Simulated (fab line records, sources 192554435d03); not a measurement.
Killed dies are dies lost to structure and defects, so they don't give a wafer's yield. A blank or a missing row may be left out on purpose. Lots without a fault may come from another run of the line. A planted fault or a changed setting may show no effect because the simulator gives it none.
One fault seen from 3 desks | flow n5_finfet | each desk has only its own numbers; what lay behind them comes last

THE TOOL OWNER'S DESK: litho_track-04
The tool's own readings at N5_WELL_APT_DEVELOP_24 (develop time 45 s): means of the sampled wafers that have a number, for each lot that ran on this tool. A lot is out of limits, marked OUT, if its mean lies more than 4 standard deviations from the usual mean; the brackets give that distance.
Columns: A = exhaust_pa at N5_WELL_APT_DEVELOP_24, usual 45.0 Pa
lot  | first seen here | A
L572 | day 4 03:00     | 45.6
L576 | day 5 02:55     | 44.4
This desk's finding: nothing out of limits on any of the 2 lots.

THE DEFECT DESK
What the inspections along the route counted, lot by lot: means of the sampled wafers that have a number. A lot is out of limits, marked OUT, if its mean lies more than 4 standard deviations from the usual mean; the brackets give that distance.
Columns: A = raw_defect_count at N5_WELL_APT_INSPECT_10, usual 2.1
lot  | first seen here | A
L564 | day 2 01:50     | 1.3
L572 | day 4 01:55     | 1.7
L576 | day 5 01:44     | 1.3
L577 | day 5 07:44     | 2.7
L585 | day 7 07:44     | 1.7
This desk's finding: nothing out of limits on any of the 5 lots.

THE METROLOGY DESK
What the gauges read, lot by lot, whatever tool the lot ran on: means of the sampled wafers that have a number. A lot is out of limits, marked OUT, if its mean lies more than 4 standard deviations from the usual mean; the brackets give that distance. Of its 11 readings 7 are shown: those that lie furthest out on some lot.
Columns: A = NWELL_OVL at N5_WELL_APT_OVL_MEAS_09, usual -2 nm; B = DIBL_N at N5_BEOL_M4_RC_MEAS_101, usual 37.2 mV/V; C = DIBL_P at N5_BEOL_M4_RC_MEAS_101, usual 37.5 mV/V; D = IOFF_N at N5_BEOL_M4_RC_MEAS_101, usual 0.17 nA/um; E = IOFF_P at N5_BEOL_M4_RC_MEAS_101, usual 0.24 nA/um; F = SS_N at N5_BEOL_M4_RC_MEAS_101, usual 71.7 mV/dec; G = VT_P at N5_BEOL_M4_RC_MEAS_101, usual -248 mV
lot  | first seen here | A   | B    | C    | D    | E    | F    | G
L564 | day 2 01:48     | -11 | 38.7 | 41.3 | 0.20 | 0.31 | 72.4 | -243
L572 | day 4 01:54     | 3   | 38.1 | 37.3 | 0.18 | 0.23 | 71.5 | -249
L576 | day 5 01:43     | -0  | 36.8 | 36.2 | 0.16 | 0.23 | 72.0 | -250
L577 | day 5 07:43     | -3  | 39.2 | 40.3 | 0.21 | 0.31 | 72.2 | -243
L585 | day 7 07:43     | 3   | 35.5 | 35.2 | 0.13 | 0.20 | 71.8 | -251
This desk's finding: nothing out of limits on any of the 5 lots.

PUT TOGETHER
The tool owner's desk saw nothing out of limits.
The defect desk saw nothing out of limits.
The metrology desk saw nothing out of limits.

WHAT THE SIMULATOR HAD PUT IN
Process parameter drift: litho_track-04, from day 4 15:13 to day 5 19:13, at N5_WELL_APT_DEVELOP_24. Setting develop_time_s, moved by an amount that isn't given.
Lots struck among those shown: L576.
